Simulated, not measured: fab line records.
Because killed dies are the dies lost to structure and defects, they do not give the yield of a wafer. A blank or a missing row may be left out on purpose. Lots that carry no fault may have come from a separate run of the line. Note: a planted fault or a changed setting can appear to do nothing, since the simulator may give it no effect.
Matching of chambers -- flow nand-harc -- NHARC_A_WL_FILL_ALD_10 on ald-hk-03 has 4 sister chambers
The step deposits SiO2, target thk 50 nm, pulse time 10 s, ald cycles 500. 8 wafers are shown with their chamber, then 8 later ones without.

== WAFERS PAIRED WITH THEIR CHAMBERS ==
wafer,chamber,heater-power-w (W),precursor-pulse-height-rel
L084.1,0,504,0.994
L084.6,1,457,0.983
L086.4,0,499,0.990
L086.6,2,456,0.998
L088.1,1,453,1.041
L088.4,2,454,1.004
L088.6,3,424,0.999
L092.2,3,424,1.002

== WAFERS WHOSE CHAMBER IS MISSING ==
wafer,heater-power-w (W),precursor-pulse-height-rel
L092.3,449,1.038
L092.5,464,0.969
L094.2,452,1.009
L094.3,452,1.011
L094.5,457,0.961
L096.2,499,1.016
L096.6,440,0.980
L096.5,490,0.998

== WHICH CHAMBER EACH ONE RAN IN ==
wafer,from the rows above,in truth
L092.3,can't be placed: 1 or 2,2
L092.5,can't be placed: 2 or 1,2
L094.2,can't be placed: 1 or 2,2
L094.3,can't be placed: 1 or 2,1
L094.5,can't be placed: 2 or 1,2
L096.2,0,0
L096.6,can't be placed: 2 or 1 or 3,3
L096.5,0,0
2 of 8 placed correctly. Can't be placed from these rows: 6 (the true chamber is among the candidates in 6). Number placed wrongly: 0.
How it was worked out, from the rows above alone: a wafer's distance from a chamber is the root of the sum, over the readings, of the square of ((its reading less the chamber's mean) divided by the reading's scatter). If the next closest chamber is less than 2 further off than the closest, the wafer can't be placed; otherwise it belongs to the closest. The mean given for a chamber averages the wafers shown for that chamber. How the scatter is found: for the shown wafers, subtract from each reading the mean of its chamber, square and add these, divide the total by (wafers less chambers), then take the root.
